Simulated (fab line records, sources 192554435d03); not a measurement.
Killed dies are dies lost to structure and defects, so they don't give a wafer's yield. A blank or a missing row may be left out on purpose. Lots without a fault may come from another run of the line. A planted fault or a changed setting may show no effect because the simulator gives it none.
A struck lot beside a sound one | flow n5_finfet | 16 steps out of a route of 1938
Sound: wafers L342.2, L342.3, L342.5. Struck: wafer L348.2. (L348.3, L348.5 of the same lot were not struck and are left out.) The cause comes at the end.
At each step with rows: each side's tool, then ch and its chambers, then its first start. Under that, the readings that differ: sound wafers | struck wafers | difference of the means | sigmas: that difference in standard deviations of wafers without a fault.
alike: readings whose means differ by less than 2 such deviations, and words and numbers that are the same on both sides. not compared: withheld readings, readings that some wafer has no value for, bounds like >300 that may hide the same value, and numbers for which the record gives no deviation and whose values overlap.
The two part at a step that has a row with sigmas, a row that says differs or no value, or rows on one side only. Numbers that don't overlap but have no deviation are shown without sigmas and don't part them. A reading that every wafer of one side lacks parts them only if that side has two wafers or more.

first, 6 steps without rows for these wafers: N5_BEOL_M1_COAT_22 (resist thk 30 nm); N5_BEOL_M1_EBR_24; N5_BEOL_M1_SOFTBAKE_23 (time 60 s); N5_BEOL_M1_EXPOSE_25 (exposes mask V0, defocus 5 nm, target cd 24 nm); N5_BEOL_M1_PEB_26 (peb time 60 s); N5_BEOL_M1_DEVELOP_27 (develop time 30 s).
N5_BEOL_M1_CD_MEAS_28: target cd y 23.3 nm.
  sound on cd_sem-03 ch 0, day 6 12:28; struck on cd_sem-01 ch 0, day 7 22:02
  alike: cd_nm
N5_BEOL_M1_OVL_MEAS_29:
  sound on overlay-02 ch 0, day 6 12:30; struck on overlay-01 ch 0, day 7 22:04
  reading     | sound          | struck | difference | sigmas
  V0_OVL (nm) | -0.7 -0.5 -0.3 | 1.5    | +2.0       | +3
N5_BEOL_M1_INSPECT_30: inspects for defects (brightfield).
  sound on defect_inspect-01, day 6 12:34; struck on defect_inspect-02, day 7 22:07
  alike: raw_defect_count
N5_BEOL_M1_DESCUM_33: chemistry O2, time 7 s.
  sound on rie_diel-02 ch 0,3, day 6 12:35; struck on rie_diel-01 ch 1, day 7 22:10
  reading                        | sound                | struck | difference | sigmas
  chamber_pressure_mTorr (mTorr) | 20.015 19.991 19.986 | 20.035 | +0.038     | +2
  alike: drypump_motor_current_A, o2_flow_sccm, oes_product_au, rf_vpp_V, showerhead_plenum_p_Torr, throttle_valve_pct
  not compared: rf_hours_counter_h
N5_BEOL_M1_ETCH_77: etches underlayer in N2/H2, target depth 6.5 nm, time 5.2 s.
  sound on rie_diel-02 ch 0,3, day 6 12:37; struck on rie_diel-01 ch 1, day 7 22:11
  alike: chamber_pressure_mTorr, drypump_motor_current_A, etch_rf_on_time_s, n2_flow_sccm, oes_product_au, rf_vpp_V, showerhead_plenum_p_Torr, throttle_valve_pct
  not compared: rf_hours_counter_h
N5_BEOL_M1_ETCH_69: etches SiARC in CF4, target depth 15.6 nm, time 26 s.
  sound on rie_diel-02 ch 0,3, day 6 12:38; struck on rie_diel-01 ch 1, day 7 22:13
  reading               | sound          | struck | difference | sigmas
  etch_rf_on_time_s (s) | 27.0 25.4 26.9 | 25.4   | -1.0       | -2
  alike: chamber_pressure_mTorr, drypump_motor_current_A, oes_product_au, rf_vpp_V, showerhead_plenum_p_Torr, throttle_valve_pct
  not compared: rf_hours_counter_h
N5_BEOL_M1_ALD_98: deposits SiO2, target thk 2.5 nm, pulse time 1 s, co reactant pulse time 1 s.
  sound on ald_sin-02 ch 0,3, day 6 13:08; struck on ald_sin-03 ch 0, day 7 22:17
  reading              | sound               | struck | difference | sigmas
  susceptor_temp_C (C) | 100.03 99.92 100.04 | 102.33 | +2.33      | +19
  alike: heater_power_w, precursor_pulse_height_rel
N5_BEOL_M1_ETCHBACK_99: etches SiO2 in CHF3, target depth 5 nm, time 10.4 s.
  sound on rie_diel-02 ch 0,1, day 6 14:01; struck on rie_diel-02 ch 1, day 7 23:28
  reading                | sound             | struck | difference | sigmas
  oes_product_au (a.u.)  | 0.75 0.66 0.76    | 0.96   | +0.24      | +2
  throttle_valve_pct (%) | 17.41 17.25 17.39 | 16.87  | -0.48      | -2
  alike: chamber_pressure_mTorr, drypump_motor_current_A, rf_vpp_V, showerhead_plenum_p_Torr
  not compared: rf_hours_counter_h
-- the record jumps here: 3 days lie between the struck wafers' starts before and after (it left off in module BEOL_M1 and takes up again in module BEOL_M4, whose first step shown is number 1111 of the route) --
N5_BEOL_M4_RC_MEAS_101:
  sound on prober-02 ch 0, day 9 15:51; struck on prober-02 ch 0, day 10 19:51
  reading        | sound          | struck | difference | sigmas
  DIBL_N (mV/V)  | 35.1 31.4 29.9 | 37.9   | +5.8       | +3
  DIBL_P (mV/V)  | 37.4 32.0 30.3 | 39.0   | +5.8       | +2
  IOFF_N (nA/um) | 0.16 0.11 0.08 | 0.19   | +0.07      | +2
  IOFF_P (nA/um) | 0.23 0.15 0.13 | 0.27   | +0.10      | +3
  SS_P (mV/dec)  | 72.7 71.6 71.0 | 74.1   | +2.3       | +3
  VT_N (mV)      | 252 255 257    | 246    | -9         | -3
  alike: ION_N, ION_P, SS_N, VT_P
-- the record jumps here: 5 days lie between the struck wafers' starts before and after (it left off in module BEOL_M4 and takes up again in module PASSIVATION, whose first step shown is number 1936 of the route) --
N5_PASSIVATION_PROBE_49:
  the record has rows for the struck wafers here (prober-02, day 15 07:53) and none for the sound ones

WHERE THEY PART
First at N5_BEOL_M1_OVL_MEAS_29; last, within this record, at N5_PASSIVATION_PROBE_49.

WHY: what the simulator had put in
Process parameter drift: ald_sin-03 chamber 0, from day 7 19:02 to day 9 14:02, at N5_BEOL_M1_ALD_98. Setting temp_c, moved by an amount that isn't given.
